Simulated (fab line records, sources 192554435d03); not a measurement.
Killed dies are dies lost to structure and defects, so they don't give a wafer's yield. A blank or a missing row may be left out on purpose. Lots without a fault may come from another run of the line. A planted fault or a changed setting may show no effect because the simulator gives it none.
Split-lot experiment | flow n5_finfet | 7 lots, 21 wafers read, on a route of 1938 steps

THE SPLIT
At N5_MOL_CONTACT_COAG_COAT_103 (time 60 s, resist thk 80 nm), the setting spin_rpm was moved away from the recipe's 1500 rpm on 7 of the 21 wafers read, by -10.6% to +9.5%. The other wafers ran this setting at the recipe's value.

FROM THE SPLIT TO THE READING: what the file shows between them, 7 steps
- N5_MOL_CONTACT_COAG_COAT_104: time 60 s, resist thk 12 nm
- N5_MOL_CONTACT_COAG_COAT_58: time 60 s, resist thk 10 nm
- N5_MOL_CONTACT_COAG_ETCH_59: etches underlayer in N2/H2, target depth 13 nm, time 10.4 s
- N5_MOL_CONTACT_COAG_ETCH_105: etches SiARC in CF4, target depth 15.6 nm, time 26 s
- N5_MOL_CONTACT_COAG_ETCH_106: etches SOC in N2/H2, target depth 80 nm, overetch 16 nm, time 120 s
- N5_MOL_CONTACT_COAG_STRIP_107: strips in N2/H2
- N5_MOL_CONTACT_COAG_STRIP_108: strips in N2/H2

THE READING
SOC_of_MOL_CONTACT_COAG_COAT_103.thk_nm (the simulator's own value, which no gauge read), in nm, at N5_MOL_CONTACT_COAG_CONTACT_ETCH_14 (etches SiO2 in C4F6/O2, target depth 27.5 nm, overetch 8.5 nm, time 20 s). The file gives no usual value for it. The 14 wafers here that ran the recipe average 78.4 nm, standard deviation 0.26 nm.

wafer  | tool, chamber at the split | spin_rpm as run, rpm | against the recipe | SOC_of_MOL_CONTACT_COAG_COAT_103.thk_nm, nm | against lot-mates on the recipe
L075.2 | litho_track-02, 0          | 1341                 | -10.6%             | 83                                          | no lot-mate on the recipe
L075.5 | litho_track-02, 0          | 1341                 | -10.6%             | 83                                          | no lot-mate on the recipe
L075.4 | litho_track-02, 0          | 1341                 | -10.6%             | 83.4                                        | no lot-mate on the recipe
L077.1 | litho_track-02, 0          | 1643                 | +9.5%              | 75                                          | -3.7
L077.2 | litho_track-02, 0          | 1500                 | recipe             | 78.8                                        | -
L077.3 | litho_track-02, 0          | 1500                 | recipe             | 78.6                                        | -
L080.1 | litho_track-05, 0          | 1500                 | recipe             | 78.4                                        | -
L080.3 | litho_track-05, 0          | 1500                 | recipe             | 78                                          | -
L080.6 | litho_track-05, 0          | 1500                 | recipe             | 77.8                                        | -
L083.2 | litho_track-05, 0          | 1500                 | recipe             | 78.6                                        | -
L083.4 | litho_track-05, 0          | 1500                 | recipe             | 78.4                                        | -
L083.5 | litho_track-05, 0          | 1500                 | recipe             | 78.4                                        | -
L085.3 | litho_track-03, 0          | 1598                 | +6.5%              | 76.2                                        | -2.2
L085.5 | litho_track-03, 0          | 1598                 | +6.5%              | 76.2                                        | -2.2
L085.6 | litho_track-03, 0          | 1500                 | recipe             | 78.4                                        | -
L090.2 | litho_track-05, 0          | 1500                 | recipe             | 78.4                                        | -
L090.5 | litho_track-05, 0          | 1500                 | recipe             | 78.8                                        | -
L090.6 | litho_track-05, 0          | 1429                 | -4.7%              | 80.6                                        | +2.0
L091.2 | litho_track-03, 0          | 1500                 | recipe             | 78.4                                        | -
L091.3 | litho_track-03, 0          | 1500                 | recipe             | 78.4                                        | -
L091.4 | litho_track-03, 0          | 1500                 | recipe             | 78.4                                        | -

THE FIT
A straight line over all 21 wafers: SOC_of_MOL_CONTACT_COAG_COAT_103.thk_nm changes by -0.411 nm for each +1% of spin_rpm; r = -0.99; the points scatter about the line by 0.31 nm.
The same after taking each lot's own level away (the mean of its wafers on the recipe; 18 wafers): -0.373 nm for each +1%; r = -0.99; scatter 0.17 nm.
On that fit, the largest move of spin_rpm shifts the reading by 4 nm.
The lots' own levels span 78.07 to 78.70 nm, that is 2.5 times the standard deviation above.
So the lot-to-lot level changes the slope: the two fits differ.
Check: with one of the wafers moved furthest among these (+9.5%) left out of the fit, the line predicts -3.37 nm for it against its lot-mates. It came out at -3.7 nm against them.

OTHER SPLITS ON THESE WAFERS
These wafers also went through other splits before the reading. Each is held against what the fit with the lots' levels taken away leaves over:
other split on the same wafers | wafers away from the commonest value | r with SOC_of_MOL_CONTACT_COAG_COAT_103.thk_nm (lot level and that fit taken away)
N5_GATE_CUT_ALD_22 ald_cycles  | 4                                    | -0.16

THE WHOLE CHAIN: every reading that the file lists as answering this split, in the file's order
step                                | what it does                                                             | reading                                                                                  | change (the file's fit)               | r (the file's)
N5_MOL_CONTACT_COAG_COAT_103        | time 60 s, resist thk 80 nm                                              | SOC_of_MOL_CONTACT_COAG_COAT_103.thk_nm (the simulator's own value, which no gauge read) | -0.385 nm for each +1% of the setting | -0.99
N5_MOL_CONTACT_COAG_ETCH_106        | etches SOC in N2/H2, target depth 80 nm, overetch 16 nm, time 120 s      | etch.depth_nm (the simulator's own value, which no gauge read)                           | -0.379 nm for each +1% of the setting | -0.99
N5_MOL_CONTACT_COAG_CONTACT_ETCH_14 | etches SiO2 in C4F6/O2, target depth 27.5 nm, overetch 8.5 nm, time 20 s | SOC_of_MOL_CONTACT_COAG_COAT_103.thk_nm (the simulator's own value, which no gauge read) | -0.379 nm for each +1% of the setting | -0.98

THE FILE'S OWN FIT
SOC_of_MOL_CONTACT_COAG_COAT_103.thk_nm changes by -0.379 nm for each +1% of spin_rpm, r = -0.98.
